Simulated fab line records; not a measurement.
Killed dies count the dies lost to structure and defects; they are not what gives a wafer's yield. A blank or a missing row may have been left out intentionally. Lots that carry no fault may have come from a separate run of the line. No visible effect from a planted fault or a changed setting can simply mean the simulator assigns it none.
8D (eight disciplines) problem report, filled in by code / flow nand-harc / the parts of the form that need people (team, actions taken, sign-off) are left out

1. PROBLEM STATEMENT
Wafers without a fault read 28.3 s, standard deviation 2.4; time-to-endpoint-s at NHARC_P_M0_CMP_23 reads a mean of 41.2 s on 3 wafers belonging to 3 lots. That is +5.4 standard deviations from the usual mean.
The step: polishes, t overpolish 20 s, target thk 117.54 nm.
First observed at day 12 07:37: wafer L322.2, on cmp-01. The record holds 35 wafers of 12 lots with a number at this step. Rule for "out" (also "out of limits"): further than 4 standard deviations from the usual mean. All remaining wafers that have a number are taken as sound.

2. WHAT IT IS, WHAT IT ISN'T
question=which readings at this step | is=time-to-endpoint-s | is not=motor-current-A
question=which lots | is=L322, L323, L324 | is not=L307, L310, L312, L313, L314, L318, L328, L329, L330
question=which wafers of those lots | is=L322.2, L323.2, L324.2 | is not=L322.1, L322.4, L323.1, L324.3, L324.4
question=read on which tools | is=cmp-01, cmp-03, cmp-04 | is not=-
question=when | is=from day 12 07:37 | is not=up to then (20 sound wafers); but 12 sound wafers of L323, L324, L328, L329, L330 came after

3. THE SUSPECTS, EACH WITH WHAT RULES IT OUT
Counting: a tool at a process step up to the reading stays a suspect if it ran every lot that is out. Sound lots after the first of them don't rule it out here, since some wafers of a struck lot are sound.
- ecd-cu-02 at NHARC_P_M0_ECD_22 (material Cu, target thk 400 nm): kept. It ran every lot that is out, first L322 (day 12 06:53); its last sound lot up to then is L312 (day 8 09:28).
Left after counting: ecd-cu-02 at NHARC_P_M0_ECD_22.

4. THE CAUSE (what the simulator had put in)
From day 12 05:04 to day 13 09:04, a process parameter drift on ecd-cu-02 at NHARC_P_M0_ECD_22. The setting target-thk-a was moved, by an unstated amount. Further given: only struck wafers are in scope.
Only this tool survived the counting.

5. THE CHAIN OF EFFECTS, in route order
Each row: a reading whose mean over the struck wafers that have a number lies more than 3 standard deviations from the usual. Scope: only readings with a usual standard deviation given in the record; hours: median across lots of the time from each lot's start at the first step in this table that gives one to its start at this step; sigmas: change in usual standard deviations.
hours=0; step=NHARC_P_M0_CMP_23; reading=time-to-endpoint-s; usual=28.3 s; on struck wafers=41.2; change=+12.9; sigmas=+5.4
Here are the process steps it includes:
- NHARC_P_M0_CMP_23: polishes, t overpolish 20 s, target thk 117.54 nm.

6. WHAT WOULD HAVE CAUGHT IT SOONER
3 hours passed between the start of the fault at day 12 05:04 and the first reading out of limits in this record, taken at day 12 07:37.
Among the 3 lots that are out, L323, L324 began NHARC_P_M0_ECD_22 on ecd-cu-02 after day 12 07:37. A hold on the tool at that time would have spared those 2.
